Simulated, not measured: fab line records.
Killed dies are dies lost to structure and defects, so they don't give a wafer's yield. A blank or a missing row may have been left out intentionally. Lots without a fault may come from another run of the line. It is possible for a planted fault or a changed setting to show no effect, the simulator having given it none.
A struck lot beside a sound one -- flow n5 finfet -- 14 steps out of a route of 1938
Sound: wafers L297.4, L297.5, L297.6. Wafers struck: L308.2, L308.3, L308.5. The cause comes at the end.
Each step with rows lists, per side, the tool, then ch with its chambers, then its first start. Under that, the readings that differ: sound wafers -- struck wafers -- difference of the means -- sigmas: that difference in standard deviations of wafers without a fault.
alike: readings with means less than 2 such deviations apart, plus words and numbers identical on both sides. not compared: withheld readings, readings lacking a value on some wafer, bounds such as >300 that could conceal the same value, and numbers that have no deviation in the record and whose values overlap.
A row with sigmas, a row that says differs or no value, or rows on one side alone: a step with any of these is where the two part. Numbers that don't overlap but have no deviation are shown without sigmas and don't part them. A reading that every wafer of one side lacks parts them only if that side has two wafers or more.

first, 1 step without rows for these wafers: N5_BEOL_M6_STRIP_68 (strips in N2/H2).
N5_BEOL_M6_STRIP_67: strips in CF4.
  sound on rie diel-04 ch 0,3, day 9 04:59; struck on rie diel-04 ch 1,2, day 12 10:55
  alike: chamber pressure mTorr, drypump motor current A, oes product au, rf vpp V, showerhead plenum p Torr, throttle valve pct
  not compared: rf hours counter h
N5_BEOL_M6_HM_OPEN_17: chemistry Cl2/BCl3, target TiN, target depth 20 nm, overetch 6 nm.
  sound on rie metal-02 ch 0,1, day 9 05:03; struck on rie metal-03 ch 0,1, day 12 10:58
  alike: chamber pressure mTorr, drypump motor current A, mfc ar sccm, mfc cl2 sccm, oes_ar_750_au, oes product au, throttle valve pct
  not compared: rf hours counter h
N5_BEOL_M6_STRIP_19: strips in O2.
  sound on rie diel-04 ch 1,2,3, day 9 05:11; struck on rie diel-01 ch 1,2, day 12 11:11
  alike: chamber pressure mTorr, drypump motor current A, oes product au, rf vpp V, showerhead plenum p Torr, throttle valve pct
  not compared: rf hours counter h
N5_BEOL_M6_CD_MEAS_18: pitch 80 nm, target cd 40 nm.
  sound: cd sem-01 at day 9 05:16; struck: cd sem-03 at day 12 11:15
reading,sound,struck,difference,sigmas
cd nm (nm),39.4 40.1 39.5,41.2 40.7 40.8,+1.2,+3
then, 7 steps without rows for these wafers: N5_BEOL_M6_COAT_63 (time 60 s, resist thk 60 nm); N5_BEOL_M6_COAT_64 (time 60 s, resist thk 12 nm); N5_BEOL_M6_COAT_71 (time 60 s, resist thk 5 nm); N5_BEOL_M6_COAT_22 (resist thk 30 nm); N5_BEOL_M6_EBR_24; N5_BEOL_M6_SOFTBAKE_23 (time 60 s); N5_BEOL_M6_EXPOSE_25 (exposes mask V5, target cd 40 nm).
N5_BEOL_M6_PEB_26: peb time 60 s.
  sound on litho track-01 ch 0, day 9 07:09; struck on litho track-02, day 12 13:05
  no value came back on the struck wafers for chill plate temp C (C), exhaust pa (Pa), heater power total W (W); on the sound wafers chill plate temp C (C) reads 23.13 23.07 22.97
then, 1 step without rows for these wafers: N5_BEOL_M6_DEVELOP_27 (develop time 30 s).

== WHERE THEY PART ==
First at N5_BEOL_M6_CD_MEAS_18; last, within this record, at N5_BEOL_M6_PEB_26.

WHY: whatever the simulator had introduced
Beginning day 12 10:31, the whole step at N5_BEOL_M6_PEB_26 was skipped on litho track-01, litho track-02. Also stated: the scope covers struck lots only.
